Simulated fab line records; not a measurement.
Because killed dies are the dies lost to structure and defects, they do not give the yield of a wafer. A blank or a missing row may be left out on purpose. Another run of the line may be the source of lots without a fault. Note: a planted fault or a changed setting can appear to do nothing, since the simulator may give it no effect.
Chamber matching / flow n5Finfet / 4 sister chambers for N5_BEOL_M0_CMP_120 on cmp-02
The step polishes, stops on SiOC, t overpolish 6.9 s. 4 wafers are shown with their chamber, then 9 later ones without.

== WAFERS WITH THEIR CHAMBER ==
wafer=L086.1; chamber=1; motorCurrentA (A)=7.2
wafer=L086.6; chamber=0; motorCurrentA (A)=6.0
wafer=L092.1; chamber=2; motorCurrentA (A)=6.0
wafer=L092.5; chamber=3; motorCurrentA (A)=6.5

== WAFERS WHOSE CHAMBER IS MISSING ==
wafer=L095.2; motorCurrentA (A)=7.1
wafer=L095.5; motorCurrentA (A)=6.0
wafer=L095.6; motorCurrentA (A)=7.4
wafer=L097.2; motorCurrentA (A)=5.8
wafer=L097.3; motorCurrentA (A)=6.3
wafer=L097.6; motorCurrentA (A)=6.1
wafer=L096.4; motorCurrentA (A)=5.9
wafer=L096.5; motorCurrentA (A)=6.0
wafer=L096.6; motorCurrentA (A)=7.2

== EACH ONE'S CHAMBER ==
wafer=L095.2; from the rows above=1; in truth=1
wafer=L095.5; from the rows above=can't be placed: 0 or 2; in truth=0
wafer=L095.6; from the rows above=1; in truth=1
wafer=L097.2; from the rows above=can't be placed: 0 or 2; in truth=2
wafer=L097.3; from the rows above=can't be placed: 3 or 0 or 2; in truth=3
wafer=L097.6; from the rows above=can't be placed: 0 or 2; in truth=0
wafer=L096.4; from the rows above=can't be placed: 0 or 2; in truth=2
wafer=L096.5; from the rows above=can't be placed: 0 or 2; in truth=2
wafer=L096.6; from the rows above=1; in truth=1
Correct placement for 3 of the 9. From these rows, 6 cannot be placed; in 6 the true chamber is one of the candidates. Number placed wrongly: 0.
How it was worked out, from the rows above alone: a wafer's distance from a chamber is the root of the sum, over the readings, of the square of ((its reading less the chamber's mean) divided by the reading's scatter). The wafer belongs to the nearest chamber; if the next one is less than 2 further off, it can't be placed. The mean given for a chamber averages the wafers shown for that chamber. The scatter (one wafer shown for each chamber): square how far every hidden wafer sits from the nearest shown wafer, average those squares and take the square root.
